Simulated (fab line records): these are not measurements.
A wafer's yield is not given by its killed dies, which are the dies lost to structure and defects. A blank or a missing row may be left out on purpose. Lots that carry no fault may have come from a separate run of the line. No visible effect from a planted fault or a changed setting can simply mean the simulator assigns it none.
fab line records	flow n5_finfet
record lots=6	wafers=18	last_day=17
route steps=1938 shown BEOL_M14@1720
lots that met no fault: taken from a fault-free run of the same line
start_h: hours from the record's first day to the start of the lot's first wafer shown	wait_h: hours elapsed since this lot's preceding step	" unchanged from the row above	L1.1+2: a row that stands for several wafers	- value missing, or start not given	* or withheld: withheld	< > ~ a bound
route shown NAME@n: a module of which the file shows steps, and the number in the route of the first	usual: mean/standard deviation taken from wafers without a fault	same: alike in all rows	chamber/n: place in a boat	sites: readings site by site	_std_site: their standard deviation	_edge_site: outer sites' mean less inner sites'	radius_mm: for every site, how far away it sits from the centre of the wafer	mask NAME#n: copy n	behind: tool/chamber where the wafer was last shaped	hold: what put the lot on hold/how long, in hours/how the hold closed	device: whichever transistor did not switch (one of n, p or np)	end of line: tests of these same wafers at the route's end	where a step has no rows: the recipe by itself	killed: dies that structure and defects cost at the first sort, which is not the same as the wafer's yield	map: a wafer's dies, marking killed ones x, the rest . and places with no die _
set.NAME: the setting that was run; set.NAME@STEP: the one run at that earlier step	model.NAME: the simulator's own value behind a step, which no gauge read
certain route steps with their lots: each step a table, each wafer a row
services: from which hour (start_h, from the record's first day; less than 0 if before it) a tool's chamber was out of use, for how many hours, and why
## steps
# step N5_BEOL_M14_EBR_06
# recipe solvent=PGMEA	ebr_width_mm=1.5
# step N5_BEOL_M14_SOFTBAKE_05
# recipe temp_c=130	time_s=60
# step N5_BEOL_M14_EXPOSE_07
# recipe mask_id=V13	na=0.8	source_shape=annular	sigma_inner=0.5	sigma_outer=0.8	polarization=unpolarized	attpsm_phase_deg=180	dose_mj=57
# step N5_BEOL_M14_PEB_08
# recipe peb_temp_c=130	peb_time_s=90
# step N5_BEOL_M14_DEVELOP_09
# recipe develop_time_s=45	rinse_liquid=diw	dry=air_spin	dev_temp_c=21
# step N5_BEOL_M14_HARDBAKE_14
# recipe temp_c=130	time_s=120
# step N5_BEOL_M14_CD_MEAS_10
# recipe target_cd_nm=250	landing_energy_ev=500	detector=se_inlens	polarity=opening
# usual cd_nm=250.3/2.9
lot.wafer	tool	chamber	start_h	wait_h	cd_nm
L193.1	cd_sem-03	0	306.24	-	249.3
L193.3	"	0	"	"	251.3
L193.6	"	0	"	"	250.3
L194.1	cd_sem-02	0	308.64	-	251.8
L194.3	"	0	"	"	248.4
L194.5	"	0	"	"	246.6
L195.1	cd_sem-02	0	317.01	-	249.0
L195.3	"	0	"	"	252.4
L195.6	"	0	"	"	247.2
L204.1	cd_sem-03	0	367.62	-	253.6
L204.3	"	0	"	"	253.4
L204.4	"	0	"	"	253.2
L205.1	cd_sem-03	0	368.54	-	252.9
L205.2	"	0	"	"	251.1
L205.6	"	0	"	"	248.5
L206.1	cd_sem-01	0	375.61	-	252.0
L206.2	"	0	"	"	251.4
L206.3	"	0	"	"	249.7
# step N5_BEOL_M14_OVL_MEAS_11
# recipe points_per_wafer=44
# usual V13_OVL=5/5.2
lot.wafer	tool	chamber	start_h	wait_h	V13_OVL[nm]
L193.1	overlay-02	0	306.27	0.0	-4
L193.3	"	0	"	"	1
L193.6	"	0	"	"	-3
L194.1	overlay-02	0	308.67	0.0	-7
L194.3	"	0	"	"	-4
L194.5	"	0	"	"	-2
L195.1	overlay-02	0	317.04	0.0	5
L195.3	"	0	"	"	6
L195.6	"	0	"	"	3
L204.1	overlay-02	0	367.65	0.0	10
L204.3	"	0	"	"	6
L204.4	"	0	"	"	19
L205.1	overlay-01	0	368.57	0.0	5
L205.2	"	0	"	"	2
L205.6	"	0	"	"	12
L206.1	overlay-02	0	375.64	0.0	16
L206.2	"	0	"	"	17
L206.3	"	0	"	"	13
# step N5_BEOL_M14_INSPECT_12
# recipe mode=adi	inspect_instrument=macro
# usual raw_defect_count=2.1/1.5
lot.wafer	tool	chamber	start_h	wait_h	raw_defect_count
L193.1	defect_inspect-02	-	306.30	0.0	0
L193.3	"	-	"	"	1
L193.6	"	-	"	"	2
L194.1	defect_inspect-01	-	308.70	0.0	1
L194.3	"	-	"	"	1
L194.5	"	-	"	"	1
L195.1	defect_inspect-02	-	317.06	0.0	1
L195.3	"	-	"	"	2
L195.6	"	-	"	"	1
L204.1	defect_inspect-02	-	367.68	0.0	1
L204.3	"	-	"	"	2
L204.4	"	-	"	"	1
L205.1	defect_inspect-02	-	368.60	0.0	5
L205.2	"	-	"	"	5
L205.6	"	-	"	"	1
L206.1	defect_inspect-02	-	375.66	0.0	6
L206.2	"	-	"	"	2
L206.3	"	-	"	"	2
# step N5_BEOL_M14_DESCUM_15
# recipe chemistry=O2	time_s=7.9	source_power_w=50	bias_power_w=20	pressure_mtorr=20	rf_frequency_hz=2.712e+07	temp_c=40	o2_flow_sccm=225
# usual bias_power_w=20.00/0.064	drypump_motor_current_A=5.7/0.35	oes_product_au=0.79/0.075	rf_vpp_V=243.6/1.4	showerhead_plenum_p_Torr=2.11/0.078	temp_c=39.99/0.11	throttle_valve_pct=20.46/0.17
lot.wafer	tool	chamber	start_h	wait_h	bias_power_w	drypump_motor_current_A	oes_product_au	rf_hours_counter_h	rf_vpp_V	showerhead_plenum_p_Torr	temp_c	throttle_valve_pct
L193.1	rie_diel-05	1	306.33	0.0	20.04	5.8	0.83	83	242.6	2.14	40.15	20.31
L193.3	"	2	"	"	20.04	5.8	0.85	63	243.5	2.02	39.91	20.70
L193.6	"	2	"	"	20.01	5.8	0.85	-	242.4	2.02	40.17	20.69
L194.1	rie_diel-05	1	309.13	0.4	19.95	5.8	0.82	85	243.6	2.14	39.96	20.32
L194.3	"	0	"	"	19.99	5.8	0.73	223	243.5	2.04	39.96	20.26
L194.5	"	0	"	"	20.06	5.8	0.72	-	242.6	2.04	40.05	20.29
L195.1	rie_diel-01	1	317.10	0.0	19.92	5.9	0.74	159	245.6	2.20	39.85	20.52
L195.3	"	3	"	"	19.93	5.1	0.86	41	245.6	2.21	39.97	20.19
L195.6	"	2	"	"	19.89	6.2	0.88	-	242.2	2.10	39.77	20.35
L204.1	rie_diel-01	3	367.79	0.1	20.00	5.1	0.84	57	246.2	2.21	39.99	20.21
L204.3	"	2	"	"	20.06	6.2	0.86	80	243.2	2.10	40.07	20.36
L204.4	"	1	"	"	20.02	5.9	0.73	175	244.8	2.20	39.91	20.56
L205.1	rie_diel-03	0	368.74	0.1	20.02	5.5	1.00	2	245.1	2.14	39.79	20.53
L205.2	"	1	"	"	20.03	5.4	0.90	31	243.9	2.21	40.28	20.48
L205.6	"	1	"	"	20.11	5.4	0.89	-	245.1	2.21	40.07	20.44
L206.1	rie_diel-01	1	375.70	0.0	19.91	5.9	0.73	178	244.1	2.20	40.07	20.54
L206.2	"	3	"	"	19.99	5.1	0.83	61	246.1	2.21	40.00	20.22
L206.3	"	2	"	"	20.10	6.2	0.85	84	244.0	2.10	40.00	20.37
# step N5_BEOL_M14_ETCH_59
# recipe chemistry=N2/H2	target=BARC	target_depth_a=890	overetch_a=267	time_s=67.9	ion_energy_ev=200	pressure_mtorr=30	source_w=840	bias_w=150	n2_flow_sccm=200	h2_flow_sccm=200
# usual drypump_motor_current_A=5.7/0.35	oes_product_au=0.68/0.059	rf_vpp_V=524.6/2.5	showerhead_plenum_p_Torr=2.56/0.082	throttle_valve_pct=17.89/0.25
lot.wafer	tool	chamber	start_h	wait_h	drypump_motor_current_A	oes_product_au	rf_hours_counter_h	rf_vpp_V	showerhead_plenum_p_Torr	throttle_valve_pct
L193.1	rie_diel-05	1	306.37	0.0	5.8	0.71	83	523.9	2.55	17.44
L193.3	"	2	"	"	5.8	0.73	63	522.5	2.50	18.41
L193.6	"	2	"	"	5.9	0.73	-	522.2	2.50	18.43
L194.1	rie_diel-05	1	309.17	0.0	5.8	0.70	85	525.2	2.55	17.45
L194.3	"	0	"	"	5.8	0.61	223	522.8	2.51	17.92
L194.5	"	0	"	"	5.8	0.61	-	524.2	2.51	17.92
L195.1	rie_diel-01	1	317.13	0.0	5.9	0.64	159	526.8	2.64	17.72
L195.3	"	3	"	"	5.1	0.75	41	528.7	2.69	17.65
L195.6	"	2	"	"	6.2	0.73	-	525.3	2.56	17.82
L204.1	rie_diel-01	3	367.83	0.0	5.1	0.72	57	528.9	2.68	17.66
L204.3	"	2	"	"	6.2	0.72	80	525.3	2.56	17.84
L204.4	"	1	"	"	6.0	0.63	175	527.1	2.63	17.77
L205.1	rie_diel-03	0	368.78	0.0	5.5	0.85	2	525.4	2.59	17.92
L205.2	"	1	"	"	5.4	0.75	31	526.9	2.67	17.70
L205.6	"	1	"	"	5.4	0.76	-	527.0	2.67	17.70
L206.1	rie_diel-01	1	375.73	0.0	5.9	0.62	178	527.5	2.63	17.80
L206.2	"	3	"	"	5.2	0.72	61	528.7	2.68	17.67
L206.3	"	2	"	"	6.2	0.71	84	525.4	2.56	17.85
# step N5_BEOL_M14_VIA_ETCH_16
# recipe chemistry=C4F8/O2/Ar	target=SiO2	he_inner_torr=15	he_outer_torr=30	target_depth_a=12313	time_s=withheld	ion_energy_ev=800	pressure_mtorr=20	source_w=1905	bias_w=2040	Ar_flow_sccm=400	C4F8_flow_sccm=16	O2_flow_sccm=12	ends=cleared
# usual C4F8_flow_sccm=16.00/0.045	drypump_motor_current_A=5.7/0.35	oes_o_777_au=0.80/0.07	oes_product_au=0.72/0.068	rf_vpp_V=2222/33	showerhead_plenum_p_Torr=3.48/0.11	throttle_valve_pct=31.01/0.28
lot.wafer	tool	chamber	start_h	wait_h	C4F8_flow_sccm	drypump_motor_current_A	oes_o_777_au	oes_product_au	rf_vpp_V	showerhead_plenum_p_Torr	throttle_valve_pct
L193.1	rie_diel-05	1	306.42	0.0	15.99	5.9	0.81	0.75	2207	3.51	30.92
L193.3	"	2	"	"	15.97	5.8	0.87	0.79	2221	3.35	31.34
L193.6	"	2	"	"	16.05	5.9	0.87	0.78	2223	3.34	31.33
L194.1	rie_diel-05	1	309.22	0.0	16.06	5.8	0.82	0.75	2208	3.51	30.93
L194.3	"	0	"	"	16.04	5.8	0.69	0.66	2209	3.36	30.49
L194.5	"	0	"	"	16.06	5.8	0.69	0.65	2212	3.36	30.50
L195.1	rie_diel-01	1	317.18	0.0	15.96	5.9	0.75	0.66	2261	3.56	30.69
L195.3	"	3	"	"	15.99	5.1	0.87	0.79	2198	3.62	30.61
L195.6	"	2	"	"	16.08	6.2	0.85	0.80	2251	3.53	31.37
L204.1	rie_diel-01	3	367.88	0.0	16.00	5.1	0.85	0.77	2199	3.61	30.63
L204.3	"	2	"	"	16.04	6.2	0.83	0.77	2251	3.52	31.37
L204.4	"	1	"	"	15.99	5.9	0.74	0.66	2260	3.56	30.71
L205.1	rie_diel-03	0	368.83	0.0	16.01	5.6	1.02	0.91	2263	3.49	30.95
L205.2	"	1	"	"	16.03	5.4	0.89	0.81	2272	3.65	31.28
L205.6	"	1	"	"	15.97	5.4	0.90	0.81	2272	3.65	31.30
L206.1	rie_diel-01	1	375.78	0.0	16.09	5.9	0.74	0.65	2262	3.55	30.70
L206.2	"	3	"	"	16.09	5.1	0.84	0.76	2197	3.61	30.64
L206.3	"	2	"	"	15.94	6.2	0.83	0.77	2251	3.52	31.37
# step N5_BEOL_M14_STRIP_63
# recipe chemistry=O2	power_w=600	temp_c=60	pressure_mtorr=30	rf_frequency_hz=6e+07	bias_power_w=0	overash_fraction=0.3	o2_flow_sccm=225
# usual bias_power_w=0/0	chamber_pressure_mTorr=29.99/0.049	drypump_motor_current_A=5.7/0.35	oes_product_au=0.79/0.075	rf_vpp_V=3.5/0.8	showerhead_plenum_p_Torr=2.11/0.079	temp_c=60.01/0.11	throttle_valve_pct=16.70/0.17
lot.wafer	tool	chamber	start_h	wait_h	bias_power_w	chamber_pressure_mTorr	drypump_motor_current_A	oes_product_au	rf_hours_counter_h	rf_vpp_V	showerhead_plenum_p_Torr	temp_c	throttle_valve_pct	model.coat_of_BEOL_M14_COAT_04.thk_nm
L193.1	rie_diel-05	1	306	-	0	30.00	5.8	0.84	84	3.4	2.14	59.95	16.51	0
L193.3	"	2	"	"	0	29.92	5.8	0.85	63	3.7	2.03	59.93	16.89	0
L193.6	"	2	"	"	0	30.01	5.8	0.87	-	4.1	2.03	60.15	16.89	0
L194.1	rie_diel-05	1	309	-	-	-	-	-	-	-	-	-	-	454.2
L194.3	"	0	"	"	-	-	-	-	-	-	-	-	-	464.4
L194.5	"	0	"	"	-	-	-	-	-	-	-	-	-	458.4
L195.1	rie_diel-01	1	317	-	-	-	-	-	-	-	-	-	-	451.2
L195.3	"	3	"	"	-	-	-	-	-	-	-	-	-	459.6
L195.6	"	2	"	"	-	-	-	-	-	-	-	-	-	449.4
L204.1	rie_diel-01	3	368	-	0	30.04	5.1	0.84	57	3.4	2.21	60.14	16.48	0
L204.3	"	2	"	"	0	30.12	6.2	0.87	80	2.3	2.10	59.88	16.59	0
L204.4	"	1	"	"	0	29.95	5.9	0.73	175	3.3	2.20	59.99	16.81	0
L205.1	rie_diel-03	0	369	-	0	29.97	5.6	1.00	2	4.2	2.15	60.17	16.72	0
L205.2	"	1	"	"	0	30.02	5.4	0.90	31	3.7	2.22	59.92	16.62	0
L205.6	"	1	"	"	0	29.91	5.4	0.90	-	3.9	2.22	60.19	16.61	0
L206.1	rie_diel-01	1	375	-	0	29.95	5.9	0.72	178	3.3	2.20	59.88	16.79	0
L206.2	"	3	"	"	0	30.07	5.2	0.84	61	2.8	2.21	60.16	16.46	0
L206.3	"	2	"	"	0	29.96	6.2	0.85	84	2.3	2.10	60.12	16.61	0
# step N5_BEOL_M14_STRIP_64
# recipe chemistry=O2	power_w=600	temp_c=60	pressure_mtorr=30	rf_frequency_hz=6e+07	bias_power_w=0	overash_fraction=0.3	o2_flow_sccm=225
# usual chamber_pressure_mTorr=30.004/0.026	drypump_motor_current_A=5.7/0.35	oes_product_au=0.79/0.074	rf_vpp_V=3.7/0.45	showerhead_plenum_p_Torr=2.11/0.079	temp_c=60.00/0.12	throttle_valve_pct=16.70/0.18
# same bias_power_w=0
lot.wafer	tool	chamber	start_h	wait_h	chamber_pressure_mTorr	drypump_motor_current_A	oes_product_au	rf_hours_counter_h	rf_vpp_V	showerhead_plenum_p_Torr	temp_c	throttle_valve_pct
L193.1	rie_diel-05	1	-	-	29.973	5.8	0.84	84	3.5	2.14	60.15	16.50
L193.3	"	2	"	"	29.987	5.9	0.85	63	3.9	2.03	60.05	16.87
L193.6	"	2	"	"	30.008	5.8	0.85	-	3.1	2.03	59.93	16.88
L194.1	rie_diel-05	1	-	-	29.930	5.8	0.84	85	4.0	2.14	60.08	16.55
L194.3	"	0	"	"	30.024	5.8	0.72	224	4.1	2.05	60.01	16.65
L194.5	"	0	"	"	30.106	5.8	0.71	-	4.1	2.05	60.15	16.63
L195.1	rie_diel-01	1	-	-	29.937	5.9	0.74	159	2.5	2.21	59.95	16.76
L195.3	"	3	"	"	29.971	5.1	0.88	41	2.6	2.22	59.99	16.45
L195.6	"	2	"	"	30.051	6.2	0.87	-	4.9	2.11	60.15	16.61
L204.1	rie_diel-01	3	-	-	30.011	5.1	0.84	57	3.2	2.21	59.91	16.46
L204.3	"	2	"	"	29.923	6.2	0.85	80	3.6	2.10	59.84	16.59
L204.4	"	1	"	"	29.995	5.9	0.72	175	3.2	2.20	60.05	16.81
L205.1	rie_diel-03	0	-	-	30.025	5.5	1.01	2	3.4	2.15	59.95	16.74
L205.2	"	1	"	"	30.011	5.4	0.90	31	3.5	2.22	59.90	16.62
L205.6	"	1	"	"	30.053	5.4	0.89	-	3.2	2.22	59.90	16.61
L206.1	rie_diel-01	1	-	-	30.033	5.9	0.72	178	3.4	2.20	60.10	16.80
L206.2	"	3	"	"	30.024	5.1	0.83	61	3.5	2.21	60.00	16.48
L206.3	"	2	"	"	29.972	6.2	0.85	84	3.8	2.10	60.10	16.61
## services
tool	chamber	start_h	hours	kind
rie_diel-05	0	287.52	1.8	repair
rie_diel-01	3	288.67	23.6	repair
rie_diel-05	1	290.79	6.3	repair
rie_diel-03	0	293.22	10.1	repair
rie_diel-01	0	317.16	9.8	repair
rie_diel-05	1	317.84	8.7	repair
rie_diel-03	0	336.21	4.9	repair
rie_diel-03	0	347.94	-	clean
rie_diel-03	0	347.94	-	consumable_replace:focus_ring
rie_diel-03	0	347.94	17.2	scheduled_down
rie_diel-03	0	347.94	17.2	vent_cycle
rie_diel-01	-	349.21	14.6	pm
rie_diel-03	3	359.58	7.1	repair
rie_diel-01	0	372.32	7.8	repair
## key
first_sign step=N5_BEOL_M14_STRIP_63	reading=tool_record	direction=missing
effect none on later readings
model_effect step=N5_BEOL_M14_STRIP_63	value=coat_of_BEOL_M14_COAT_04.thk_nm	without=0	struck=456.2
met_at N5_BEOL_M14_STRIP_63
struck_wafers L194.1,L194.3,L194.5,L195.1,L195.3,L195.6
onset_between 306 309
fault kind=skipped_step_whole	tool=rie_diel-01,rie_diel-05	chamber=-	onset_h=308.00	steps=N5_BEOL_M14_STRIP_63	scope=struck_lots_only
